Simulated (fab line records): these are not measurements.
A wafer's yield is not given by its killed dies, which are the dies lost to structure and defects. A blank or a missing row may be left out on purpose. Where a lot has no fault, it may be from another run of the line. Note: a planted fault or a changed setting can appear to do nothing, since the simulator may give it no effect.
Split-lot trial / flow n5_finfet / 21 wafers read from 7 lots, route of 1938 steps

## THE SPLIT ITSELF
At N5_BEOL_M7_COAT_60 (time 60 s, resist thk 35 nm), the setting spin_rpm was moved away from the recipe's 1500 rpm on 6 of the 21 wafers read, by -10.7% to +9.3%. The other wafers ran this setting at the recipe's value.

## FROM THE SPLIT TO THE READING: what the file shows between them, 4 steps
- N5_BEOL_M7_COAT_05: resist thk 90 nm (also split here: spin_rpm)
- N5_BEOL_M7_EBR_07
- N5_BEOL_M7_SOFTBAKE_06: time 60 s
- N5_BEOL_M7_DESCUM_16: chemistry O2, time 7.9 s

## THE READING
etch.depth_nm (the simulator's own value, which no gauge read), in nm, at N5_BEOL_M7_ETCH_61 (etches SiARC in CF4, target depth 45.5 nm, time 75.8 s). There is no usual value for it anywhere in the file. Here, 15 wafers ran the recipe; their average is 35.00 nm with a standard deviation of 0.16 nm.

wafer=L078.1; tool, chamber at the split=litho_track-04, 0; spin_rpm as run, rpm=1639; against the recipe=+9.3%; etch.depth_nm, nm=33.4; against lot-mates on the recipe=no lot-mate on the recipe
wafer=L078.4; tool, chamber at the split=litho_track-04, 0; spin_rpm as run, rpm=1639; against the recipe=+9.3%; etch.depth_nm, nm=33.39; against lot-mates on the recipe=no lot-mate on the recipe
wafer=L078.5; tool, chamber at the split=litho_track-04, 0; spin_rpm as run, rpm=1639; against the recipe=+9.3%; etch.depth_nm, nm=33.39; against lot-mates on the recipe=no lot-mate on the recipe
wafer=L081.4; tool, chamber at the split=litho_track-04, 0; spin_rpm as run, rpm=1366; against the recipe=-8.9%; etch.depth_nm, nm=36.62; against lot-mates on the recipe=+1.78
wafer=L081.5; tool, chamber at the split=litho_track-04, 0; spin_rpm as run, rpm=1500; against the recipe=recipe; etch.depth_nm, nm=34.83; against lot-mates on the recipe=-
wafer=L081.6; tool, chamber at the split=litho_track-04, 0; spin_rpm as run, rpm=1500; against the recipe=recipe; etch.depth_nm, nm=34.85; against lot-mates on the recipe=-
wafer=L082.1; tool, chamber at the split=litho_track-04, 0; spin_rpm as run, rpm=1500; against the recipe=recipe; etch.depth_nm, nm=34.95; against lot-mates on the recipe=-
wafer=L082.2; tool, chamber at the split=litho_track-04, 0; spin_rpm as run, rpm=1500; against the recipe=recipe; etch.depth_nm, nm=35.14; against lot-mates on the recipe=-
wafer=L082.6; tool, chamber at the split=litho_track-04, 0; spin_rpm as run, rpm=1500; against the recipe=recipe; etch.depth_nm, nm=35.16; against lot-mates on the recipe=-
wafer=L085.2; tool, chamber at the split=litho_track-01, 0; spin_rpm as run, rpm=1500; against the recipe=recipe; etch.depth_nm, nm=35.26; against lot-mates on the recipe=-
wafer=L085.5; tool, chamber at the split=litho_track-01, 0; spin_rpm as run, rpm=1500; against the recipe=recipe; etch.depth_nm, nm=35.26; against lot-mates on the recipe=-
wafer=L085.6; tool, chamber at the split=litho_track-01, 0; spin_rpm as run, rpm=1500; against the recipe=recipe; etch.depth_nm, nm=35.2; against lot-mates on the recipe=-
wafer=L090.1; tool, chamber at the split=litho_track-02, 0; spin_rpm as run, rpm=1500; against the recipe=recipe; etch.depth_nm, nm=35; against lot-mates on the recipe=-
wafer=L090.3; tool, chamber at the split=litho_track-02, 0; spin_rpm as run, rpm=1500; against the recipe=recipe; etch.depth_nm, nm=35.03; against lot-mates on the recipe=-
wafer=L090.5; tool, chamber at the split=litho_track-02, 0; spin_rpm as run, rpm=1340; against the recipe=-10.7%; etch.depth_nm, nm=37.05; against lot-mates on the recipe=+2.03
wafer=L091.3; tool, chamber at the split=litho_track-04, 0; spin_rpm as run, rpm=1500; against the recipe=recipe; etch.depth_nm, nm=34.82; against lot-mates on the recipe=-
wafer=L091.4; tool, chamber at the split=litho_track-04, 0; spin_rpm as run, rpm=1500; against the recipe=recipe; etch.depth_nm, nm=34.87; against lot-mates on the recipe=-
wafer=L091.6; tool, chamber at the split=litho_track-04, 0; spin_rpm as run, rpm=1500; against the recipe=recipe; etch.depth_nm, nm=34.79; against lot-mates on the recipe=-
wafer=L094.1; tool, chamber at the split=litho_track-04, 0; spin_rpm as run, rpm=1500; against the recipe=recipe; etch.depth_nm, nm=34.87; against lot-mates on the recipe=-
wafer=L094.2; tool, chamber at the split=litho_track-04, 0; spin_rpm as run, rpm=1590; against the recipe=+6.0%; etch.depth_nm, nm=33.98; against lot-mates on the recipe=-0.91
wafer=L094.4; tool, chamber at the split=litho_track-04, 0; spin_rpm as run, rpm=1500; against the recipe=recipe; etch.depth_nm, nm=34.91; against lot-mates on the recipe=-

THE FIT
A straight line over all 21 wafers: etch.depth_nm changes by -0.179 nm for each +1% of spin_rpm; r = -0.99; the points scatter about the line by 0.15 nm.
The same after taking each lot's own level away (the mean of its wafers on the recipe; 18 wafers): -0.186 nm for each +1%; r = -0.99; scatter 0.073 nm.
On that fit, the largest move of spin_rpm shifts the reading by 2 nm.
The span of the lots' own levels, 34.827 to 35.240 nm, comes to 2.6 times the standard deviation stated above.
The two slopes agree, so the slope changes little with the lot-to-lot level.
Check: +1.98 nm against its lot-mates is what the line predicts for one of the wafers moved furthest among these (-10.7%) when that wafer is left out of the fit. Against them it came out at +2.03 nm.

## ADDITIONAL SPLITS CARRIED BY THESE WAFERS
Other splits were also applied to these wafers ahead of the reading. Each is held against what the fit with the lots' levels taken away leaves over:
other split on the same wafers=N5_BEOL_M4_COAT_67 spin_rpm; wafers away from the commonest value=6; r with etch.depth_nm (lot level and that fit taken away)=-0.04
other split on the same wafers=N5_BEOL_M5_ILD_DEP_00 temp_c; wafers away from the commonest value=8; r with etch.depth_nm (lot level and that fit taken away)=+0.04
other split on the same wafers=N5_BEOL_M5_COAT_05 spin_rpm; wafers away from the commonest value=10; r with etch.depth_nm (lot level and that fit taken away)=+0.15
other split on the same wafers=N5_BEOL_M6_HM_DEP_02 target_thk_a; wafers away from the commonest value=7; r with etch.depth_nm (lot level and that fit taken away)=+0.12
other split on the same wafers=N5_BEOL_M7_COAT_05 spin_rpm; wafers away from the commonest value=4; r with etch.depth_nm (lot level and that fit taken away)=-0.31

## THE WHOLE CHAIN: every reading that the file lists as answering this split, in the file's order
step=N5_BEOL_M7_COAT_60; what it does=time 60 s, resist thk 35 nm; reading=SiARC_of_BEOL_M7_COAT_60.thk_nm (the simulator's own value, which no gauge read); change (the file's fit)=-0.186 nm for each +1% of the setting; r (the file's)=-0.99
step=N5_BEOL_M7_ETCH_61; what it does=etches SiARC in CF4, target depth 45.5 nm, time 75.8 s; reading=etch.depth_nm (the simulator's own value, which no gauge read); change (the file's fit)=-0.188 nm for each +1% of the setting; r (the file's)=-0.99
step=N5_BEOL_M7_ETCH_61; what it does=etches SiARC in CF4, target depth 45.5 nm, time 75.8 s; reading=CAR-ArF_of_BEOL_M7_COAT_05.thk_nm (the simulator's own value, which no gauge read); change (the file's fit)=+0.196 nm for each +1% of the setting, in a fit together with spin_rpm@BEOL_M7_COAT_05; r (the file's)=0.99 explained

## THE FILE'S OWN FIT
etch.depth_nm changes by -0.188 nm for each +1% of spin_rpm, r = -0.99.
